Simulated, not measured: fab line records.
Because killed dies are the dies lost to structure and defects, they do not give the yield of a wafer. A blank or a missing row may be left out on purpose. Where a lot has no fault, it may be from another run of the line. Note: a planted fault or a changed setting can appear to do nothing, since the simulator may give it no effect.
Matching of chambers    flow n5_finfet    4 sister chambers for N5_FIN_SAQP_HM_OPEN_73 on rie_diel-04
The step chemistry CHF3/O2, target SiO2, stops on a-Si, target depth 12 nm, time 16.8 s. 8 wafers are shown with their chamber, then 12 later ones without.

WAFERS WITH THEIR CHAMBER
wafer   chamber  showerhead_plenum_p_Torr (Torr)  rf_vpp_V (V)
L080.2  1        2.50                             525
L084.1  1        2.49                             526
L085.2  3        2.52                             512
L091.1  2        2.30                             513
L091.4  0        2.42                             511
L092.2  3        2.51                             514
L092.3  2        2.30                             513
L092.5  0        2.42                             509

WAFERS MISSING THEIR CHAMBER
wafer   showerhead_plenum_p_Torr (Torr)  rf_vpp_V (V)
L093.1  2.42                             511
L093.2  2.51                             512
L093.6  2.51                             512
L094.2  2.30                             513
L094.5  2.51                             513
L094.6  2.42                             511
L095.1  2.49                             526
L095.2  2.30                             512
L095.3  2.51                             512
L097.1  2.51                             512
L097.3  2.30                             513
L097.5  2.49                             525

CHAMBER TAKEN BY EACH
wafer   from the rows above  in truth
L093.1  0                    0
L093.2  3                    3
L093.6  3                    3
L094.2  2                    2
L094.5  3                    3
L094.6  0                    0
L095.1  1                    1
L095.2  2                    2
L095.3  3                    3
L097.1  3                    3
L097.3  2                    2
L097.5  1                    1
Correctly placed: 12 of 12. Left unplaced by these rows: 0. Wrongly placed: 0.
How it was worked out, from the rows above alone: a wafer's distance from a chamber is the root of the sum, over the readings, of the square of ((its reading less the chamber's mean) divided by the reading's scatter). The wafer belongs to the nearest chamber; if the next one is less than 2 further off, it can't be placed. The mean given for a chamber averages the wafers shown for that chamber. The scatter: take each reading less its chamber's mean, square it, sum over the shown wafers, divide by the number of wafers less the number of chambers, and take the root.
